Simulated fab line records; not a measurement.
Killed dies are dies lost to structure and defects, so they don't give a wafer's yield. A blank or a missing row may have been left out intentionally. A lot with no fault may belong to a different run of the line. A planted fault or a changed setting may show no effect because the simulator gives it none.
8D (eight disciplines) problem report, filled in by code | flow n5_finfet | the parts of the form that need people (team, actions taken, sign-off) are left out

## 1. THE ISSUE
rf_fwd_power_W at N5_SDB_ETCH_18 reads a mean of 1038.2 W on 2 wafers of 2 lots; wafers without a fault read 837.3 W with a standard deviation of 2.5. That is +80 standard deviations from the usual mean.
The step: etches SOC in N2/H2, target depth 100 nm, overetch 20 nm, time 150 s.
First seen on wafer L404.6, day 9 01:36, on rie_diel-05. Wafers with a number at this step in the record: 27, from 9 lots. Rule for "out" (also "out of limits"): further than 4 standard deviations from the usual mean. The other wafers with a number count as sound.

## 2. WHAT IT IS, WHAT IT ISN'T
question                    | is                       | is not
which readings at this step | rf_fwd_power_W, rf_vpp_V | drypump_motor_current_A, h2_flow_sccm, oes_product_au, showerhead_plenum_p_Torr, throttle_valve_pct
which lots                  | L404, L407               | L391, L394, L396, L397, L398, L400, L406
which wafers of those lots  | L404.6, L407.1           | L404.1, L404.5, L407.2, L407.4
read on which tools         | rie_diel-05              | rie_diel-01, rie_diel-04
when                        | from day 9 01:36         | up to then (20 sound wafers); but 5 sound wafers of L406, L407 came after

## 3. SUSPECTS, AND WHAT RULES EACH OUT
Counting: any tool at a process step up to the reading remains a suspect provided it ran every lot that is out. Sound lots after the first of them don't rule it out here, since some wafers of a struck lot are sound.
- rie_diel-05 at N5_SDB_DESCUM_16 (chemistry O2, time 7.9 s): kept. It processed each lot that is out (first: L404, day 9 01:32); up to then, its last sound lot is L394 (day 6 07:25).
- rie_diel-05 at N5_SDB_ETCH_18 (etches SOC in N2/H2, target depth 100 nm, overetch 20 nm, time 150 s): kept. It processed each lot that is out (first: L404, day 9 01:36); up to then, its last sound lot is L394 (day 6 07:29). Its own readings are out on those wafers: rf_fwd_power_W, rf_vpp_V.
- Within rie_diel-05 at N5_SDB_DESCUM_16: the wafers that are out ran in chamber 2; their sound lot-mates ran in chambers 0, 1, 3.
- Within rie_diel-05 at N5_SDB_ETCH_18: the wafers that are out ran in chamber 2; their sound lot-mates ran in chambers 0, 1, 3.
After counting, rie_diel-05 at N5_SDB_DESCUM_16 and rie_diel-05 at N5_SDB_ETCH_18 remain.

## 4. THE CAUSE (what the simulator had put in)
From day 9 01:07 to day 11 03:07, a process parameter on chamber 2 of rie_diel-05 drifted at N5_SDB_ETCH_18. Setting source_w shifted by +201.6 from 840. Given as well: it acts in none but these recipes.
Counting leaves 2 suspects; this tool is one of them.

## 5. THE CHAIN OF EFFECTS, in route order
Each row: a reading whose mean over the struck wafers that have a number lies more than 3 standard deviations from the usual. Readings are gone through only where the record gives a usual standard deviation; hours: the median, over the lots, of the time from a lot's start at the first step in this table giving one to that lot's start at this step; sigmas: the change measured in usual standard deviations.
hours | step           | reading        | usual   | on struck wafers | change | sigmas
0     | N5_SDB_ETCH_18 | rf_fwd_power_W | 837.3 W | 1038.2           | +200.9 | +80
0     | N5_SDB_ETCH_18 | rf_vpp_V       | 525.9 V | 490.1            | -35.8  | -20
The process steps in it:
- N5_SDB_ETCH_18: etches SOC in N2/H2, target depth 100 nm, overetch 20 nm, time 150 s.
Later measuring or inspecting steps at which every struck wafer that the step has a row for has a number for every such reading, and none has moved that far: N5_BEOL_M4_RC_MEAS_101.

## 6. HOW IT WOULD HAVE BEEN CAUGHT EARLIER
0 hours passed between the start of the fault at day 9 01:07 and the first reading out of limits in this record, taken at day 9 01:36.
